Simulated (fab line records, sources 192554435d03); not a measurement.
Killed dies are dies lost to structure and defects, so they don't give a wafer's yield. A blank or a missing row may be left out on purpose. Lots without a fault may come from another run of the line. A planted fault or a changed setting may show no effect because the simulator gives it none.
Chamber matching | flow n5_finfet | N5_GATE_CUT_CMP_43 on cmp-03: 4 sister chambers
The step polishes SiO2. 8 wafers are shown with their chamber, then 10 later ones without.

WAFERS WITH THEIR CHAMBER
wafer  | chamber | motor_current_A (A)
L081.2 | 0       | 12.8
L084.3 | 0       | 12.8
L086.2 | 1       | 13.6
L087.3 | 3       | 12.6
L087.4 | 1       | 14.1
L087.5 | 2       | 10.8
L091.1 | 3       | 12.1
L091.2 | 2       | 10.5

WAFERS WITHOUT THEIR CHAMBER
wafer  | motor_current_A (A)
L091.6 | 15.1
L093.2 | 12.7
L093.4 | 10.7
L093.5 | 12.4
L094.1 | 12.6
L094.2 | 9.6
L094.3 | 11.7
L096.2 | 13.4
L096.4 | 15.5
L096.5 | 12.4

WHICH CHAMBER EACH WENT THROUGH
wafer  | from the rows above          | in truth
L091.6 | 1                            | 1
L093.2 | can't be placed: 0 or 3      | 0
L093.4 | 2                            | 2
L093.5 | can't be placed: 3 or 0      | 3
L094.1 | can't be placed: 0 or 3      | 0
L094.2 | 2                            | 2
L094.3 | can't be placed: 3 or 2 or 0 | 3
L096.2 | can't be placed: 1 or 0      | 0
L096.4 | 1                            | 1
L096.5 | can't be placed: 3 or 0      | 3
Placed correctly: 4 of 10. Can't be placed from these rows: 6 (the true chamber is among the candidates in 6). Placed wrongly: 0.
How it was worked out, from the rows above alone: a wafer's distance from a chamber is the root of the sum, over the readings, of the square of ((its reading less the chamber's mean) divided by the reading's scatter). The wafer belongs to the nearest chamber; if the next one is less than 2 further off, it can't be placed. A chamber's mean is the mean of its shown wafers. The scatter: the root of (the sum of the squares of (reading less its chamber's mean) over the shown wafers, divided by (wafers less chambers)).
